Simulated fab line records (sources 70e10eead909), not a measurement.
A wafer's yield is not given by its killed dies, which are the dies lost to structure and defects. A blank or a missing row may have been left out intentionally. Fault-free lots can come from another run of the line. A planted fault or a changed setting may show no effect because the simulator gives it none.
Matching of chambers	flow nand harc	4 sister chambers for NHARC_A_STAIRCASE_TRIM_20 on rie diel-02
The step chemistry O2, time 211.2 s. 4 wafers are shown with their chamber, then 12 later ones without.

WAFERS PAIRED WITH THEIR CHAMBERS
wafer	chamber	showerhead plenum p Torr (Torr)
L089.5	1	3.57
L094.1	3	3.59
L094.3	0	3.45
L094.6	2	3.36

WAFERS WITH NO CHAMBER GIVEN
wafer	showerhead plenum p Torr (Torr)
L092.1	3.56
L092.2	3.59
L092.6	3.45
L095.4	3.56
L095.5	3.45
L095.6	3.58
L097.3	3.44
L097.4	3.58
L097.6	3.44
L097.1	3.35
L097.2	3.56
L097.5	3.58

THE CHAMBER EACH PASSED THROUGH
wafer	from the rows above	in truth
L092.1	1	1
L092.2	3	3
L092.6	0	0
L095.4	1	1
L095.5	0	0
L095.6	can't be placed: 3 or 1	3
L097.3	0	0
L097.4	can't be placed: 3 or 1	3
L097.6	0	0
L097.1	2	2
L097.2	1	1
L097.5	can't be placed: 3 or 1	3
Placed correctly: 9 of 12. From these rows, 3 cannot be placed; in 3 the true chamber is one of the candidates. 0 placed wrongly.
How it was worked out, from the rows above alone: a wafer's distance from a chamber is the root of the sum, over the readings, of the square of ((its reading less the chamber's mean) divided by the reading's scatter). If the next closest chamber is less than 2 further off than the closest, the wafer can't be placed; otherwise it belongs to the closest. For every chamber, the mean is computed from those of its wafers that are shown. The scatter: with one shown wafer a chamber, the root of the mean of the squares of how far each hidden wafer lies from its nearest shown one.
